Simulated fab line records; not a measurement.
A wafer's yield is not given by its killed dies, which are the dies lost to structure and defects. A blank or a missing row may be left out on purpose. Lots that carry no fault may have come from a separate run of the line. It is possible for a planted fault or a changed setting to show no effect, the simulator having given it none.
What tool caused it? ; flow nandHarc ; 14 lots with 42 wafers sampled at 5 steps, on a route of 1302 steps

WHAT THE GAUGES READ, wafer by wafer
NHARC_HYBRID_BOND_OVL_MEAS_05. Usual: overlayXNm -2 nm, standard deviation 33; overlayYNm 7 nm, standard deviation 32.
lot;measured;on;overlayXNm (nm);overlayYNm (nm);flag
L943;day 23 09:23;overlay-02;28 -7 60;37 49 -19;
L944;day 23 20:06;overlay-01;-40 -44 -9;8 23 27;
L946;day 24 11:38;overlay-02;-30 23 12;-1 27 -39;
L948;day 25 01:30;overlay-01;18 -24 8;14 2 -3;
L949;day 26 12:41;overlay-01;-21 55 41;3 -13 18;
L954;day 27 05:34;overlay-02;12 33 26;-15 -2 49;
L951;day 27 09:58;overlay-02;-34 -9 11;6 47 -46;
L953;day 27 09:59;overlay-02;-23 41 -19;1 -35 27;
L958;day 29 18:07;overlay-01;46 10 -19;-8 2 -27;
L957;day 30 09:48;overlay-02;-16 -42 -54;15 16 57;
L962;day 30 18:29;overlay-02;52 -43 -35;12 -57 13;
L964;day 32 10:56;overlay-02;-33 -17 31;-56 50 56;
L966;day 33 00:51;overlay-02;13 -12 -18;15 -2 -13;
L965;day 34 13:27;overlay-01;17 -16 -19;-3 -51 -12;

NHARC_END_SORT_01. Usual: killedAtArray 58, standard deviation 15; killedAtOther 0.8, standard deviation 1.2; killedAtPeriphery 3.5, standard deviation 2.5; killedDies 62, standard deviation 15; killedOpen 3.2, standard deviation 1.7; killedShort 2.4, standard deviation 1.5.
lot;measured;on;killedAtArray;killedAtOther;killedAtPeriphery;killedDies;killedOpen;killedShort;flag
L949;day 27 07:34;prober-02;35 52 48;0 0 0;1 3 0;36 55 48;1 1 4;0 0 1;
L953;day 28 07:02;prober-01;34 32 38;1 1 0;4 8 7;39 41 45;2 2 2;2 2 2;
L957;day 31 03:28;prober-01;116 75 119;4 1 2;1 2 3;121 78 124;6 2 3;2 2 3;OFF
L962;day 31 14:07;prober-02;130 100 165;0 1 0;3 1 4;133 102 169;1 3 3;1 1 4;OFF

TOOL THAT RAN EACH LOT (tool first, then ch and the chambers of the sampled wafers, then the start)
lot;NHARC_A_CONTACT_ETCH_124;NHARC_THIN_TSV_STRIP_62;NHARC_THIN_TSV_ANNEAL_52
L943;harCapEtch-02 ch 0,1, day 21 18:16;plasmaAsher-02 ch 0,1, day 23 14:57;rtpAnneal-01 ch 0, day 23 16:20
L944;harCapEtch-02 ch 0,1, day 22 09:03;plasmaAsher-01 ch 0,1, day 24 02:38;rtpAnneal-02 ch 0, day 24 04:01
L946;harCapEtch-03 ch 0,1, day 22 20:10;plasmaAsher-02 ch 0,1, day 24 17:03;rtpAnneal-02 ch 0, day 24 18:28
L948;harCapEtch-01 ch 0,1, day 23 11:07;plasmaAsher-01 ch 0,1, day 25 07:59;rtpAnneal-01 ch 0, day 25 09:20
L949;harCapEtch-02 ch 0,1, day 24 19:35;plasmaAsher-02 ch 0,1, day 26 18:07;rtpAnneal-01 ch 0, day 26 19:29
L954;harCapEtch-02 ch 0,1, day 25 12:55;plasmaAsher-01 ch 0,1, day 27 10:56;rtpAnneal-02 ch 0, day 27 12:18
L951;harCapEtch-03 ch 0,1, day 25 15:10;plasmaAsher-02 ch 0, day 27 15:26;rtpAnneal-02 ch 0, day 27 16:49
L953;harCapEtch-01 ch 0,1, day 25 16:05;plasmaAsher-01 ch 0,1, day 27 17:41;rtpAnneal-01 ch 0, day 27 19:03
L958;harCapEtch-02 ch 0,1, day 28 00:46;plasmaAsher-01 ch 0,1, day 29 23:29;rtpAnneal-01 ch 0, day 30 00:53
L957;harCapEtch-02 ch 0,1, day 28 10:38;plasmaAsher-02 ch 0,1, day 30 15:04;rtpAnneal-01 ch 0, day 30 16:25
L962;harCapEtch-02 ch 0,1, day 29 03:50;plasmaAsher-02 ch 0,1, day 31 00:04;rtpAnneal-01 ch 0, day 31 01:28
L964;harCapEtch-03 ch 0, day 30 11:26;plasmaAsher-01 ch 0,1, day 32 16:11;rtpAnneal-02 ch 0, day 32 17:32
L966;harCapEtch-02 ch 0,1, day 31 11:01;plasmaAsher-01 ch 0,1, day 33 06:22;rtpAnneal-02 ch 0, day 33 07:47
L965;harCapEtch-03 ch 0,1, day 32 22:38;plasmaAsher-01 ch 0, day 34 18:48;rtpAnneal-01 ch 0, day 34 20:12
- NHARC_A_CONTACT_ETCH_124: etches the open film in C4F8/O2/Ar, time 140 s, target depth 700 nm.
- NHARC_THIN_TSV_STRIP_62: strips in N2/H2, time 20 s.
- NHARC_THIN_TSV_ANNEAL_52: time 90 s.

AS READ BY THE TOOLS THEMSELVES (means over the sampled wafers that have a number; for cases with no such wafer, the mark the record gives instead)
NHARC_THIN_TSV_STRIP_62. Usual: drypumpMotorCurrentA 5.8 A, standard deviation 0.51; heaterPowerW 331 W, standard deviation 39.
lot;tool;drypumpMotorCurrentA (A);heaterPowerW (W);flag
L943;plasmaAsher-02;6.1;350;
L944;plasmaAsher-01;5.7;307;
L946;plasmaAsher-02;5.7;353;
L948;plasmaAsher-01;5.7;308;
L949;plasmaAsher-02;5.7;361;
L954;plasmaAsher-01;5.7;288;
L951;plasmaAsher-02;5.2;355;
L953;plasmaAsher-01;5.7;288;
L958;plasmaAsher-01;5.7;289;
L957;plasmaAsher-02;6.1;370;
L962;plasmaAsher-02;6.2;376;
L964;plasmaAsher-01;5.7;315;
L966;plasmaAsher-01;5.7;299;
L965;plasmaAsher-01;5.7;340;

NHARC_THIN_TSV_ANNEAL_52. Usual: wafer_temp_C_max reads 225.71 (standard deviation 0.23).
lot;tool;wafer_temp_C_max;flag
L943;rtpAnneal-01;225.91;
L944;rtpAnneal-02;225.58;
L946;rtpAnneal-02;225.37;
L948;rtpAnneal-01;225.82;
L949;rtpAnneal-01;225.71;
L954;rtpAnneal-02;225.52;
L951;rtpAnneal-02;225.55;
L953;rtpAnneal-01;225.80;
L958;rtpAnneal-01;225.73;
L957;rtpAnneal-01;225.92;
L962;rtpAnneal-01;225.64;
L964;rtpAnneal-02;225.56;
L966;rtpAnneal-02;225.64;
L965;rtpAnneal-01;225.96;

THE ANSWER, worked out from the rows above alone
Rule: a lot is off if the mean of its wafers that have a number lies more than 3 standard deviations from the usual mean. A lot without any number at a reading at which 4 lots or more have one is off too. All remaining lots with rows at the step are treated as sound. Order of review: gauges by route order, followed by the tools' own readings, for which a lot's mean as printed above is used. At the first step where some lot is off, the reading lying furthest off is the one used; lots without a number count as furthest.
Off at NHARC_END_SORT_01 (killedAtArray): L957, L962. Neither off nor sound, because the step has no rows for them: L943, L944, L946, L948, L954, L951, L958, L964, L966, L965.
A tool fits if, at a process step before that reading, it ran every lot that is off, and no sound lot after the first of them. Those tools and the gauges at NHARC_END_SORT_01 are tried in the same way. Can't be told from this: 3 tools fit, harCapEtch-02 at NHARC_A_CONTACT_ETCH_124, plasmaAsher-02 at NHARC_THIN_TSV_STRIP_62, rtpAnneal-01 at NHARC_THIN_TSV_ANNEAL_52.

WHAT WAS PUT IN BY THE SIMULATOR
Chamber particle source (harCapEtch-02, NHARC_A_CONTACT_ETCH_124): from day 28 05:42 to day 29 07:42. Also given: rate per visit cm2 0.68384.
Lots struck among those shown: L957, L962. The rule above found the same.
